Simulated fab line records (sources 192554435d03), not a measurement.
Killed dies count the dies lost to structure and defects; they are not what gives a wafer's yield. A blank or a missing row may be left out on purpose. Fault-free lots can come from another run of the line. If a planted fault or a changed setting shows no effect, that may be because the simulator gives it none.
fab line records + flow n5Finfet
[record]
- lots = 6
- wafers = 18
- lastDay = 18
route steps=1938 shown GATE_CUT@498 PASSIVATION@1936
lots that met no fault: taken from a fault-free run of the same line
startH: hours from the record's first day to the start of the lot's first wafer shown + waitH: hours from the lot's prior step to this one + " identical to the entry in the row above + L1.1+2: a row that stands for several wafers + - no value, or no start given + * or withheld: withheld + < > ~ a bound
route shown NAME@n: NAME is a module with steps in the file, n the number in the route of the first one + usual: mean/standard deviation taken from wafers without a fault + same: alike in all rows + chamber/n: place in a boat + sites: the reading at each site + _std_site: the standard deviation of these + _edge_site: the outer-site mean with the inner-site mean subtracted + radiusMm: for every site, how far away it sits from the centre of the wafer + mask NAME#n: copy n + behind: the tool/chamber that last shaped the wafer + hold: reason for holding the lot/hours on hold/outcome of the hold + device: which transistor (n, p or np) failed to switch + end of line: the route-end tests of the same wafers + a step with no rows: only its recipe + killed: count of dies lost to structure and defects at first sort (not the wafer's yield) + map: a wafer's dies, x killed, . not, _ none there
set.NAME: the run value of the setting; set.NAME@STEP: its run value at that earlier step + model.NAME: the simulator's own value behind a step, which no gauge read
a table for each step, a row for each wafer; lots at some steps of the route
services: the hour from which a tool's chamber was out of use, counted from the record's first day as startH (under 0 if before that day), plus the number of hours and why
[[steps]]
[step N5_GATE_CUT_STRIP_42]
[recipe]
- chemistry = O2
- powerW = 400
- tempC = 40
- pressureMtorr = 30
- rfFrequencyHz = 6e+07
- biasPowerW = 0
- overashFraction = 0.3
- o2FlowSccm = 225
[usual]
- drypumpMotorCurrentA = 5.8/0.56
- o2FlowSccm = 225.0/0.74
- oesProductAu = 0.82/0.073
- rfVppV = 3.7/0.45
- showerheadPlenumPTorr = 2.12/0.073
- throttleValvePct = 16.55/0.18
| lot.wafer | tool       | chamber | startH | waitH | drypumpMotorCurrentA | o2FlowSccm | oesProductAu | rfHoursCounterH | rfVppV | showerheadPlenumPTorr | throttleValvePct |
|-----------|------------|---------|--------|-------|----------------------|------------|--------------|-----------------|--------|-----------------------|------------------|
| L858.2    | rieDiel-02 | 3       | 83.75  | 0.0   | 4.7                  | 226.1      | 0.86         | 41              | 3.3    | 2.04                  | 16.29            |
| L858.3    | "          | 1       | "      | "     | 6.4                  | 224.9      | 0.96         | 4               | 3.5    | 2.25                  | 16.50            |
| L858.5    | "          | 1       | "      | "     | 6.3                  | 223.3      | 0.97         | -               | 3.5    | 2.25                  | 16.51            |
| L866.2    | rieDiel-05 | 1       | 132.54 | 0.0   | 6.0                  | 226.3      | 0.77         | 139             | 3.9    | 2.10                  | 16.41            |
| L866.3    | "          | 3       | "      | "     | 5.8                  | 224.3      | 0.77         | 130             | 3.5    | 2.21                  | 16.41            |
| L866.4    | "          | 1       | "      | "     | 6.0                  | 226.9      | 0.77         | -               | 3.7    | 2.10                  | 16.45            |
| L873.1    | rieDiel-06 | 3       | 175.83 | 0.0   | 5.8                  | 225.7      | 0.82         | 101             | 3.8    | 2.04                  | 16.80            |
| L873.2    | "          | 0       | "      | "     | 6.2                  | 225.7      | 0.71         | 222             | 3.5    | 2.07                  | 16.55            |
| L873.5    | "          | 3       | "      | "     | 5.8                  | 225.6      | 0.81         | -               | 4.1    | 2.04                  | 16.83            |
| L874.2    | rieDiel-06 | 0       | 181.93 | 0.0   | 6.2                  | 224.3      | 0.70         | 224             | 4.2    | 2.07                  | 16.55            |
| L874.3    | "          | 1       | "      | "     | 5.3                  | 225.0      | 0.82         | 88              | 3.6    | 2.04                  | 16.63            |
| L874.4    | "          | 2       | "      | "     | 6.6                  | 225.0      | 0.71         | 235             | 4.4    | 2.07                  | 16.92            |
| L878.1    | rieDiel-02 | 1       | 204.52 | 0.0   | 6.4                  | 224.5      | 0.87         | 39              | 3.9    | 2.24                  | 16.58            |
| L878.3    | "          | 3       | "      | "     | 4.7                  | 224.9      | 0.82         | 69              | 3.2    | 2.03                  | 16.34            |
| L878.6    | "          | 3       | "      | "     | 4.7                  | 225.8      | 0.83         | -               | 3.8    | 2.03                  | 16.32            |
| L880.1    | rieDiel-06 | 3       | 218.84 | 0.0   | 5.8                  | 225.8      | 0.79         | 113             | 3.0    | 2.03                  | 16.84            |
| L880.3    | "          | 1       | "      | "     | 5.2                  | 224.1      | 0.80         | 101             | 3.9    | 2.04                  | 16.64            |
| L880.5    | "          | 3       | "      | "     | 5.8                  | 225.2      | 0.79         | -               | 3.6    | 2.03                  | 16.83            |
[step N5_GATE_CUT_ETCH_19]
[recipe]
- chemistry = CH3F/O2
- target = SiNx
- maskMaterial = SiO2
- targetDepthA = 537
- timeS = 76.7
- pressureMtorr = 30
- sourceW = 395
- biasW = 73
- Ar_flow_sccm = 150
- CH3F_flow_sccm = 30
- O2_flow_sccm = 20
- ionEnergyEv = 120
- ends = cleared
[usual]
- CH3F_flow_sccm = 30.00/0.096
- drypumpMotorCurrentA = 5.8/0.55
- etchRfOnTimeS = 76.5/1.2
- oesProductAu = 0.70/0.061
- rfVppV = 299/3.2
- showerheadPlenumPTorr = 2.02/0.069
- throttleValvePct = 16.21/0.17
| lot.wafer | tool       | chamber | startH | waitH | CH3F_flow_sccm | drypumpMotorCurrentA | etchRfOnTimeS | oesProductAu | rfHoursCounterH | rfVppV | showerheadPlenumPTorr | throttleValvePct |
|-----------|------------|---------|--------|-------|----------------|----------------------|---------------|--------------|-----------------|--------|-----------------------|------------------|
| L858.2    | rieDiel-02 | 3       | 83.79  | 0.0   | 30.01          | 4.8                  | 75.3          | 0.74         | 41              | 300    | 1.94                  | 15.95            |
| L858.3    | "          | 1       | "      | "     | 30.03          | 6.4                  | 76.1          | 0.81         | 4               | 299    | 2.14                  | 16.17            |
| L858.5    | "          | 1       | "      | "     | 29.87          | 6.4                  | 75.4          | 0.82         | -               | 299    | 2.14                  | 16.17            |
| L866.2    | rieDiel-05 | 1       | 132.58 | 0.0   | 30.06          | 6.0                  | 77.0          | 0.65         | 140             | 293    | 2.00                  | 16.07            |
| L866.3    | "          | 3       | "      | "     | 29.91          | 5.8                  | 77.3          | 0.65         | 130             | 299    | 2.09                  | 16.02            |
| L866.4    | "          | 1       | "      | "     | 30.00          | 6.0                  | 78.0          | 0.65         | -               | 294    | 2.00                  | 16.08            |
| L873.1    | rieDiel-06 | 3       | 175.87 | 0.0   | 29.97          | 5.8                  | 76.5          | 0.69         | 101             | 298    | 1.94                  | 16.47            |
| L873.2    | "          | 0       | "      | "     | 30.01          | 6.2                  | 76.0          | 0.61         | 222             | 294    | 1.98                  | 16.24            |
| L873.5    | "          | 3       | "      | "     | 29.91          | 5.8                  | 77.1          | 0.68         | -               | 297    | 1.94                  | 16.47            |
| L874.2    | rieDiel-06 | 0       | 181.97 | 0.0   | 30.00          | 6.2                  | 76.7          | 0.60         | 224             | 294    | 1.98                  | 16.25            |
| L874.3    | "          | 1       | "      | "     | 29.98          | 5.3                  | 75.5          | 0.70         | 88              | 300    | 1.94                  | 16.26            |
| L874.4    | "          | 2       | "      | "     | 30.06          | 6.6                  | 76.3          | 0.60         | 235             | 296    | 1.97                  | 16.59            |
| L878.1    | rieDiel-02 | 1       | 204.56 | 0.0   | 29.79          | 6.4                  | 76.4          | 0.74         | 39              | 298    | 2.13                  | 16.22            |
| L878.3    | "          | 3       | "      | "     | 29.99          | 4.7                  | 74.9          | 0.70         | 69              | 300    | 1.93                  | 16.01            |
| L878.6    | "          | 3       | "      | "     | 29.99          | 4.7                  | 75.0          | 0.71         | -               | 299    | 1.93                  | 16.02            |
| L880.1    | rieDiel-06 | 3       | 218.88 | 0.0   | 30.09          | 5.8                  | 77.6          | 0.68         | 113             | 296    | 1.93                  | 16.49            |
| L880.3    | "          | 1       | "      | "     | 29.93          | 5.2                  | 76.0          | 0.69         | 101             | 301    | 1.93                  | 16.26            |
| L880.5    | "          | 3       | "      | "     | 29.94          | 5.8                  | 77.3          | 0.67         | -               | 297    | 1.93                  | 16.49            |
[step N5_GATE_CUT_CUT_ETCH_53]
[recipe]
- chemistry = SF6/Cl2
- target = W
- maskMaterial = SiO2
- targetDepthA = 792
- pressureMtorr = 8
- icpW = 900
- biasW = 80
- SF6_flow_sccm = 40
- Cl2_flow_sccm = 60
- ends = cleared
[step N5_GATE_CUT_CUT_ETCH_54]
[recipe]
- chemistry = Cl2/BCl3
- target = TiN
- maskMaterial = SiO2
- targetDepthA = 967
- pressureMtorr = 10
- icpW = 1000
- biasW = 126
- Cl2_flow_sccm = 53.25
- bcl3FlowSccm = 21.75
- Ar_flow_sccm = 25
- ends = cleared
[step N5_GATE_CUT_CUT_ETCH_55]
[recipe]
- chemistry = BCl3
- target = HfO2
- maskMaterial = SiO2
- targetDepthA = 32
- ionEnergyEv = 30
- pressureMtorr = 5
- icpW = 450
- biasW = 18
- bcl3FlowSccm = 80
[usual]
- drypumpMotorCurrentA = 5.7/0.39
- oesProductAu = 0.78/0.13
- throttleValvePct = 33.03/0.21
| lot.wafer | tool        | chamber | startH | waitH | drypumpMotorCurrentA | oesProductAu | rfHoursCounterH | throttleValvePct |
|-----------|-------------|---------|--------|-------|----------------------|--------------|-----------------|------------------|
| L858.2    | rieMetal-01 | 0       | 84.02  | 0.0   | 5.6                  | 0.58         | 145             | 33.38            |
| L858.3    | "           | 0       | "      | "     | 5.5                  | 0.59         | -               | 33.39            |
| L858.5    | "           | 0       | "      | "     | 5.6                  | 0.58         | -               | 33.40            |
| L866.2    | rieMetal-02 | 1       | 132.80 | 0.0   | 5.5                  | 0.70         | 74              | 33.09            |
| L866.3    | "           | 0       | "      | "     | 6.0                  | 0.91         | -               | 32.88            |
| L866.4    | "           | 1       | "      | "     | 5.5                  | 0.70         | -               | 33.10            |
| L873.1    | rieMetal-02 | 1       | 176.10 | 0.0   | 5.5                  | 0.69         | 78              | 33.07            |
| L873.2    | "           | 0       | "      | "     | 6.0                  | 0.89         | 15              | 32.90            |
| L873.5    | "           | 0       | "      | "     | 6.0                  | 0.89         | -               | 32.87            |
| L874.2    | rieMetal-01 | 0       | 182.20 | 0.0   | 5.5                  | 0.92         | 5               | 32.81            |
| L874.3    | "           | 0       | "      | "     | 5.6                  | 0.93         | -               | 32.79            |
| L874.4    | "           | 1       | "      | "     | 6.2                  | 0.61         | -               | 33.01            |
| L878.1    | rieMetal-03 | 1       | 204.79 | 0.0   | 5.8                  | 0.79         | 48              | 33.16            |
| L878.3    | "           | 1       | "      | "     | 5.9                  | 0.79         | -               | 33.15            |
| L878.6    | "           | 1       | "      | "     | 5.8                  | 0.79         | -               | 33.15            |
| L880.1    | rieMetal-03 | 1       | 219.11 | 0.0   | 5.8                  | 0.79         | 50              | 33.14            |
| L880.3    | "           | 0       | "      | "     | 4.9                  | 0.79         | -               | 33.41            |
| L880.5    | "           | 0       | "      | "     | 4.9                  | 0.79         | -               | 33.42            |
[step N5_GATE_CUT_ETCH_47]
[recipe]
- chemistry = Cl2/BCl3
- target = SiO2
- targetDepthA = 100
- pressureMtorr = 10
- icpW = 1000
- biasW = 126
- Cl2_flow_sccm = 53.25
- bcl3FlowSccm = 21.75
- Ar_flow_sccm = 25
[usual]
- drypumpMotorCurrentA = 5.7/0.39
- oesProductAu = 0.78/0.13
- throttleValvePct = 22.80/0.15
| lot.wafer | tool        | chamber | startH | waitH | drypumpMotorCurrentA | oesProductAu | rfHoursCounterH | throttleValvePct |
|-----------|-------------|---------|--------|-------|----------------------|--------------|-----------------|------------------|
| L858.2    | rieMetal-01 | 0       | 84.05  | 0.0   | 5.5                  | 0.58         | 145             | 23.19            |
| L858.3    | "           | 0       | "      | "     | 5.5                  | 0.58         | -               | 23.19            |
| L858.5    | "           | 0       | "      | "     | 5.6                  | 0.58         | -               | 23.18            |
| L866.2    | rieMetal-02 | 1       | 132.83 | 0.0   | 5.5                  | 0.70         | 74              | 22.71            |
| L866.3    | "           | 0       | "      | "     | 6.0                  | 0.92         | -               | 22.61            |
| L866.4    | "           | 1       | "      | "     | 5.5                  | 0.69         | -               | 22.73            |
| L873.1    | rieMetal-02 | 1       | 176.13 | 0.0   | 5.5                  | 0.69         | 78              | 22.72            |
| L873.2    | "           | 0       | "      | "     | 6.0                  | 0.89         | 15              | 22.63            |
| L873.5    | "           | 0       | "      | "     | 6.0                  | 0.90         | -               | 22.62            |
| L874.2    | rieMetal-01 | 0       | 182.23 | 0.0   | 5.6                  | 0.92         | 5               | 22.76            |
| L874.3    | "           | 0       | "      | "     | 5.6                  | 0.92         | -               | 22.76            |
| L874.4    | "           | 1       | "      | "     | 6.1                  | 0.60         | -               | 22.89            |
| L878.1    | rieMetal-03 | 1       | 204.82 | 0.0   | 5.8                  | 0.79         | 48              | 22.70            |
| L878.3    | "           | 1       | "      | "     | 5.8                  | 0.78         | -               | 22.70            |
| L878.6    | "           | 1       | "      | "     | 5.8                  | 0.79         | -               | 22.69            |
| L880.1    | rieMetal-03 | 1       | 219.14 | 0.0   | 5.8                  | 0.78         | 50              | 22.71            |
| L880.3    | "           | 0       | "      | "     | 4.9                  | 0.78         | -               | 23.04            |
| L880.5    | "           | 0       | "      | "     | 4.9                  | 0.78         | -               | 23.05            |
[step N5_GATE_CUT_VAPOR_ETCH_48]
[recipe]
- chemistry = BCl3/Cl2
- target = TiN
- mode = isotropic
[step N5_GATE_CUT_VAPOR_ETCH_49]
[recipe]
- chemistry = BCl3/Cl2
- target = TiAlC
- mode = isotropic
[usual]
- drypumpMotorCurrentA = 5.7/0.39
- oesProductAu = 0.78/0.13
| lot.wafer | tool        | chamber | startH | waitH | drypumpMotorCurrentA | oesProductAu |
|-----------|-------------|---------|--------|-------|----------------------|--------------|
| L858.2    | rieMetal-01 | 0       | 84.11  | 0.0   | 5.5                  | 0.58         |
| L858.3    | "           | 0       | "      | "     | 5.6                  | 0.58         |
| L858.5    | "           | 0       | "      | "     | 5.6                  | 0.58         |
| L866.2    | rieMetal-02 | 1       | 132.89 | 0.0   | 5.5                  | 0.71         |
| L866.3    | "           | 0       | "      | "     | 6.0                  | 0.92         |
| L866.4    | "           | 1       | "      | "     | 5.5                  | 0.71         |
| L873.1    | rieMetal-02 | 1       | 176.19 | 0.0   | 5.5                  | 0.69         |
| L873.2    | "           | 0       | "      | "     | 6.0                  | 0.89         |
| L873.5    | "           | 0       | "      | "     | 6.0                  | 0.89         |
| L874.2    | rieMetal-01 | 0       | 182.29 | 0.0   | 5.6                  | 0.92         |
| L874.3    | "           | 0       | "      | "     | 5.5                  | 0.92         |
| L874.4    | "           | 1       | "      | "     | 6.2                  | 0.61         |
| L878.1    | rieMetal-03 | 1       | 204.88 | 0.0   | 5.8                  | 0.79         |
| L878.3    | "           | 1       | "      | "     | 5.8                  | 0.79         |
| L878.6    | "           | 1       | "      | "     | 5.8                  | 0.78         |
| L880.1    | rieMetal-03 | 1       | 219.20 | 0.0   | 5.8                  | 0.78         |
| L880.3    | "           | 0       | "      | "     | 4.9                  | 0.78         |
| L880.5    | "           | 0       | "      | "     | 4.9                  | 0.79         |
[step N5_GATE_CUT_VAPOR_ETCH_51]
[recipe]
- chemistry = BCl3/Cl2
- target = HfO2
- mode = isotropic
[step N5_GATE_CUT_STRIP_21]
[recipe]
- chemistry = N2/H2
- timeS = 30
- powerW = 1000
- tempC = 250
- pressureMtorr = withheld
- n2FlowSccm = 1750
- h2FlowSccm = 3250
[step N5_GATE_CUT_STRIP_29]
[recipe]
- chemistry = postEtchResidueRemover
- timeS = 60
- tempC = 25
- removerPh = withheld
- removerWaterWtPct = withheld
- removerFluorideWtPct = withheld
[step N5_GATE_CUT_SRD_52]
[recipe]
- dry = ipaMarangoni
- timeS = 30
- tempC = 23
- rinseLiquid = diw
[step N5_GATE_CUT_ALD_22]
[recipe]
- material = SiNx
- targetThkA = 160
- tempC = 400
- aldPrecursorFamily = SiH2I2
- aldCoReactant = N2/H2-plasma
- pulseTimeS = 1
- aldCycles = 320
- purgeTimeS = 2
- coReactantPurgeTimeS = 2
- pressureTorr = 2
[usual]
- aldCycles = 320/0
- heaterPowerW = 836/78
- precursorPulseHeightRel = 1.001/0.021
[same]
- pulseTimeS = 1
| lot.wafer | tool      | chamber | startH | waitH | aldCycles | heaterPowerW | precursorPulseHeightRel | model.SiNx_of_GATE_CUT_ALD_22.thkNm |
|-----------|-----------|---------|--------|-------|-----------|--------------|-------------------------|-------------------------------------|
| L858.2    | aldSin-03 | 3       | 84.35  | 0.0   | 320       | 802          | 0.969                   | 15.8                                |
| L858.3    | "         | 0       | "      | "     | 320       | 850          | 0.968                   | 16                                  |
| L858.5    | "         | 0       | "      | "     | 320       | 826          | 1.011                   | 16                                  |
| L866.2    | aldSin-04 | 3       | 133.13 | 0.0   | 320       | 914          | 1.024                   | 16                                  |
| L866.3    | "         | 0       | "      | "     | 320       | 727          | 0.998                   | 16                                  |
| L866.4    | "         | 3       | "      | "     | 320       | 914          | 0.971                   | 16                                  |
| L873.1    | aldSin-04 | 2       | 176.42 | 0.0   | 212       | 851          | 1.016                   | 10.6                                |
| L873.2    | "         | 0       | "      | "     | 212       | 681          | 0.993                   | 10.6                                |
| L873.5    | "         | 0       | "      | "     | 212       | 710          | 0.989                   | 10.6                                |
| L874.2    | aldSin-04 | 0       | 182.53 | 0.0   | 212       | 728          | 1.027                   | 10.6                                |
| L874.3    | "         | 3       | "      | "     | 212       | 912          | 0.989                   | 10.6                                |
| L874.4    | "         | 2       | "      | "     | 212       | 865          | 0.996                   | 10.6                                |
| L878.1    | aldSin-03 | 0       | 205.15 | 0.0   | 320       | 823          | 0.990                   | 16                                  |
| L878.3    | "         | 1       | "      | "     | 320       | 788          | 1.023                   | 16                                  |
| L878.6    | "         | 2       | "      | "     | 320       | 955          | 0.984                   | 16                                  |
| L880.1    | aldSin-02 | 2       | 219.43 | 0.0   | 320       | 788          | 0.969                   | 16                                  |
| L880.3    | "         | 1       | "      | "     | 320       | 784          | 0.992                   | 16                                  |
| L880.5    | "         | 3       | "      | "     | 320       | 770          | 1.002                   | 16                                  |
[step N5_GATE_CUT_CMP_23]
[recipe]
- stopOn = SiO2
- tOverpolishS = 23.4
- postCmpClean = alkalineBrush
- downForcePsi = 2.5
- platenRpm = 51.8
- padVelocityMS = 1.0307
- targetThkNm = 16
[step N5_PASSIVATION_PROBE_49]
[usual]
- killed_at_M0_to_M3 = 36/11
- killed_at_M4_up = 14/5.6
- killedAtContacts = 11/5.6
- killedAtFrontEnd = 40/12
- killedAtOther = 4/3.2
- killedDies = 105/17
- killedOpen = 69/12
- killedShort = 34/8.4
[same]
- grossDies = 1180
- killedAtBackSide = 0
| lot.wafer | tool      | chamber | startH | waitH | killed_at_M0_to_M3 | killed_at_M4_up | killedAtContacts | killedAtFrontEnd | killedAtOther | killedDies | killedOpen | killedShort |
|-----------|-----------|---------|--------|-------|--------------------|-----------------|------------------|------------------|---------------|------------|------------|-------------|
| L858.2    | prober-01 | -       | 310.86 | 0.1   | 27                 | 11              | 6                | 45               | 2             | 91         | 66         | 23          |
| L858.3    | prober-01 | -       | 310.91 | 0.1   | 35                 | 9               | 4                | 32               | 1             | 81         | 47         | 34          |
| L858.5    | prober-01 | -       | 311.01 | 0.2   | 32                 | 15              | 2                | 46               | 1             | 96         | 70         | 25          |
| L866.2    | prober-02 | -       | 363.12 | 0.1   | 34                 | 15              | 9                | 36               | 14            | 108        | 74         | 33          |
| L866.3    | prober-02 | -       | 363.17 | 0.1   | 30                 | 13              | 8                | 61               | 8             | 120        | 74         | 46          |
| L866.4    | prober-02 | -       | 363.22 | 0.2   | 42                 | 19              | 6                | 39               | 7             | 113        | 83         | 27          |
| L873.1    | prober-02 | -       | 380.18 | 0.0   | 15                 | 12              | 9                | 41               | 1             | 78         | 54         | 23          |
| L873.2    | prober-02 | -       | 380.23 | 0.1   | 34                 | 14              | 6                | 20               | 4             | 78         | 54         | 19          |
| L873.5    | prober-02 | -       | 380.38 | 0.2   | 41                 | 15              | 10               | 35               | 7             | 108        | 67         | 40          |
| L874.2    | prober-02 | -       | 409.90 | 0.1   | 39                 | 18              | 8                | 51               | 4             | 120        | 92         | 28          |
| L874.3    | prober-02 | -       | 409.95 | 0.1   | 33                 | 23              | 12               | 43               | 3             | 114        | 77         | 37          |
| L874.4    | prober-02 | -       | 410.00 | 0.2   | 26                 | 18              | 16               | 37               | 4             | 101        | 76         | 25          |
| L878.1    | prober-01 | -       | 426.47 | 0.0   | 23                 | 11              | 13               | 37               | 3             | 87         | 55         | 28          |
| L878.3    | prober-01 | -       | 426.57 | 0.1   | 33                 | 9               | 7                | 31               | 3             | 83         | 52         | 30          |
| L878.6    | prober-01 | -       | 426.72 | 0.3   | 36                 | 9               | 15               | 26               | 1             | 87         | 69         | 17          |
| L880.1    | prober-01 | -       | 443.28 | 0.0   | 40                 | 20              | 17               | 55               | 2             | 134        | 98         | 34          |
| L880.3    | prober-01 | -       | 443.38 | 0.1   | 37                 | 18              | 34               | 45               | 2             | 136        | 75         | 57          |
| L880.5    | prober-01 | -       | 443.48 | 0.2   | 34                 | 13              | 10               | 39               | 1             | 97         | 62         | 34          |
// killed by level:class
L858.2 STI_FIN_REVEAL:geometricParticle:open=12 FIN_SAQP:geometricParticle:open=10 BEOL_M3:geometricParticle:open=7 FIN_SAQP:geometricParticle:short=6 BEOL_M0_SAQP:geometricParticle:open=6 BEOL_M2:geometricParticle:open=6 MOL_CONTACT_COAG:geometricParticle:open=5 GATE_CUT:geometricParticle:short=4
L858.3 FIN_SAQP:geometricParticle:short=11 BEOL_M2:geometricParticle:open=8 BEOL_M3:geometricParticle:open=8 BEOL_M0_SAQP:geometricParticle:open=6 GATE_CUT:geometricParticle:short=4 BEOL_M4:geometricParticle:open=4 BEOL_M0_SAQP:geometricParticle:short=4 FIN_SAQP:geometricParticle:open=3
L858.5 STI_FIN_REVEAL:geometricParticle:open=20 BEOL_M2:geometricParticle:open=10 BEOL_M3:geometricParticle:open=9 FIN_SAQP:geometricParticle:short=5 DUMMY_GATE:geometricParticle:open=5 BEOL_M4:geometricParticle:open=5 BEOL_M4:geometricParticle:short=5 BEOL_M0_SAQP:geometricParticle:open=4
L866.2 BEOL_M1:geometricParticle:open=12 MOL_CONTACT_COAG:geometricParticle:open=9 FIN_SAQP:geometricParticle:open=8 STI_FIN_REVEAL:geometricParticle:open=7 MIM_TOP_ETCH:geometricParticle:short=7 BEOL_M0_SAQP:geometricParticle:open=5 BEOL_M1:geometricParticle:short=4 MIM_TOP_ETCH:geometricParticle:open=4
L866.3 FIN_SAQP:geometricParticle:open=16 STI_FIN_REVEAL:geometricParticle:open=12 FIN_SAQP:geometricParticle:short=10 MOL_CONTACT_COAG:geometricParticle:open=8 GATE_CUT:geometricParticle:short=6 BEOL_M0_SAQP:geometricParticle:open=6 BEOL_M4:geometricParticle:open=6 BEOL_M0_SAQP:geometricParticle:short=5
L866.4 FIN_SAQP:geometricParticle:open=13 BEOL_M4:geometricParticle:open=10 STI_FIN_REVEAL:geometricParticle:open=9 BEOL_M1:geometricParticle:open=9 BEOL_M0_SAQP:geometricParticle:open=8 BEOL_M2:geometricParticle:open=8 MOL_CONTACT_COAG:geometricParticle:open=5 BEOL_M0_SAQP:geometricParticle:short=5
L873.1 FIN_SAQP:geometricParticle:open=12 FIN_SAQP:geometricParticle:short=11 DUMMY_GATE:geometricParticle:open=7 BEOL_M4:geometricParticle:open=7 MOL_CONTACT_COAG:geometricParticle:open=5 STI_FIN_REVEAL:geometricParticle:open=4 MOL_CONTACT_COAG:geometricParticle:short=4 BEOL_M2:geometricParticle:open=4
L873.2 BEOL_M0_SAQP:geometricParticle:open=14 STI_FIN_REVEAL:geometricParticle:open=7 BEOL_M2:geometricParticle:open=7 BEOL_M0_SAQP:geometricParticle:short=5 FIN_SAQP:geometricParticle:short=4 MOL_CONTACT_COAG:geometricParticle:open=4 BEOL_M4:geometricParticle:open=4 BEOL_M1:geometricParticle:open=3
L873.5 BEOL_M0_SAQP:geometricParticle:short=12 STI_FIN_REVEAL:geometricParticle:open=11 BEOL_M0_SAQP:geometricParticle:open=9 BEOL_M3:geometricParticle:open=9 FIN_SAQP:geometricParticle:open=6 MOL_CONTACT_COAG:geometricParticle:open=6 GATE_CUT:geometricParticle:short=5 BEOL_M2:geometricParticle:open=5
L874.2 STI_FIN_REVEAL:geometricParticle:open=23 BEOL_M3:geometricParticle:open=17 FIN_SAQP:geometricParticle:short=8 FIN_SAQP:geometricParticle:open=7 MOL_CONTACT_COAG:geometricParticle:open=7 BEOL_M4:geometricParticle:open=6 BEOL_M2:geometricParticle:open=5 BEOL_M1:geometricParticle:open=4
L874.3 BEOL_M2:geometricParticle:open=12 MOL_CONTACT_COAG:geometricParticle:open=9 BEOL_M4:geometricParticle:open=9 DUMMY_GATE:geometricParticle:open=8 FIN_SAQP:geometricParticle:short=6 GATE_CUT:geometricParticle:open=6 GATE_CUT:geometricParticle:short=6 BEOL_M0_SAQP:geometricParticle:open=6
L874.4 MOL_CONTACT_COAG:geometricParticle:open=15 STI_FIN_REVEAL:geometricParticle:open=13 BEOL_M2:geometricParticle:open=9 BEOL_M4:geometricParticle:open=9 GATE_CUT:geometricParticle:open=8 BEOL_M0_SAQP:geometricParticle:open=5 GATE_CUT:geometricParticle:short=4 BEOL_M3:geometricParticle:open=4
L878.1 FIN_SAQP:geometricParticle:short=11 MOL_CONTACT_COAG:geometricParticle:open=11 FIN_SAQP:geometricParticle:open=10 BEOL_M2:geometricParticle:open=6 BEOL_M2:geometricParticle:short=4 BEOL_M3:geometricParticle:open=4 BEOL_M4:geometricParticle:open=4 DUMMY_GATE:geometricParticle:open=3
L878.3 FIN_SAQP:geometricParticle:short=6 MOL_CONTACT_COAG:geometricParticle:open=6 STARTING-WAFER:geometricParticle:short=6 BEOL_M3:geometricParticle:open=6 BEOL_M0_SAQP:geometricParticle:short=5 BEOL_M1:geometricParticle:open=5 BEOL_M2:geometricParticle:open=5 BEOL_M0:geometricParticle:open=4
L878.6 MOL_CONTACT_COAG:geometricParticle:open=14 BEOL_M0:geometricParticle:open=10 BEOL_M1:geometricParticle:open=7 BEOL_M2:geometricParticle:open=7 BEOL_M0_SAQP:geometricParticle:open=6 FIN_SAQP:geometricParticle:open=5 GATE_CUT:geometricParticle:short=5 BEOL_M0_SAQP:geometricParticle:short=5
L880.1 FIN_SAQP:geometricParticle:open=21 MOL_CONTACT_COAG:geometricParticle:open=14 BEOL_M4:geometricParticle:open=13 BEOL_M0_SAQP:geometricParticle:open=12 BEOL_M0_SAQP:geometricParticle:short=9 BEOL_M2:geometricParticle:open=7 FIN_SAQP:geometricParticle:short=6 DUMMY_GATE:geometricParticle:open=6
L880.3 MOL_CONTACT_COAG:geometricParticle:open=24 BEOL_M4:geometricParticle:open=13 STI_FIN_REVEAL:geometricParticle:open=12 FIN_SAQP:geometricParticle:short=10 BEOL_M0_SAQP:geometricParticle:short=10 MOL_CONTACT_COAG:geometricParticle:short=10 BEOL_M0_SAQP:geometricParticle:open=7 STARTING-WAFER:geometricParticle:short=5
L880.5 MOL_CONTACT_COAG:geometricParticle:open=10 FIN_SAQP:geometricParticle:open=9 FIN_SAQP:geometricParticle:short=9 BEOL_M0_SAQP:geometricParticle:open=9 BEOL_M0_SAQP:geometricParticle:short=8 BEOL_M4:geometricParticle:open=7 STI_FIN_REVEAL:geometricParticle:open=6 BEOL_M1:geometricParticle:open=4
[[services]]
| tool        | chamber | startH | hours | kind          |
|-------------|---------|--------|-------|---------------|
| aldSin-02   | 2       | 74.33  | 6.8   | repair        |
| aldSin-03   | -       | 79.71  | 2.8   | pm            |
| aldSin-03   | -       | 85.81  | 14.0  | pm            |
| aldSin-03   | 0       | 85.81  | 14.0  | ventCycle     |
| rieDiel-02  | 0       | 96.26  | 6.7   | repair        |
| rieDiel-02  | -       | 97.17  | 0.2   | repair        |
| aldSin-02   | -       | 97.52  | 6.0   | pm            |
| rieMetal-01 | 0       | 104.51 | -     | clean         |
| rieMetal-01 | 0       | 104.51 | 16.6  | scheduledDown |
| rieMetal-01 | 0       | 104.51 | 16.6  | ventCycle     |
| aldSin-03   | -       | 104.73 | 6.1   | pm            |
| rieDiel-02  | -       | 112.60 | 2.8   | pm            |
| rieMetal-03 | -       | 125.32 | 1.4   | pm            |
| aldSin-03   | 1       | 127.01 | 11.4  | repair        |
| rieDiel-06  | 2       | 128.81 | 12.8  | repair        |
| rieDiel-06  | -       | 143.51 | 0.7   | repair        |
| rieDiel-02  | 3       | 173.20 | 15.3  | repair        |
| rieMetal-03 | 0       | 173.53 | 3.5   | repair        |
| aldSin-02   | -       | 177.90 | 14.0  | pm            |
| rieMetal-03 | 0       | 179.32 | 4.5   | repair        |
| rieDiel-02  | 0       | 191.16 | 13.6  | repair        |
| rieMetal-01 | 1       | 206.10 | -     | clean         |
| rieMetal-01 | 1       | 206.10 | 26.7  | scheduledDown |
| rieMetal-01 | 1       | 206.10 | 26.7  | ventCycle     |
[[key]]
[firstSign]
- step = N5_GATE_CUT_ALD_22
- reading = aldCycles
- direction = down
- sigmas = 99+
- usual = *
- struck = *
effect none on later readings
[modelEffect]
- step = N5_GATE_CUT_ALD_22
- value = SiNx_of_GATE_CUT_ALD_22.thkNm
- without = 16
- struck = 10.6
metAt N5_GATE_CUT_ALD_22
struckWafers L873.1,L873.2,L873.5,L874.2,L874.3,L874.4
testerLeftOut L873,L874
onsetBetween 133.13 176.42
[fault]
- kind = processParameterDrift
- tool = aldSin-04
- chamber = -
- onsetH = 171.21
- steps = N5_GATE_CUT_ALD_22
- channel = aldCycles
- offset = *
- shape = step
- endH = 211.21
- actsIn = *
- stated = *
// testerLeftOut: of these lots the tester's yield and bins aren't shown, on N5 and GAA mostly nor the transistor test; their killed dies are dies lost to structure and defects alone, not to doping, threshold or leakage, so they don't give the yield
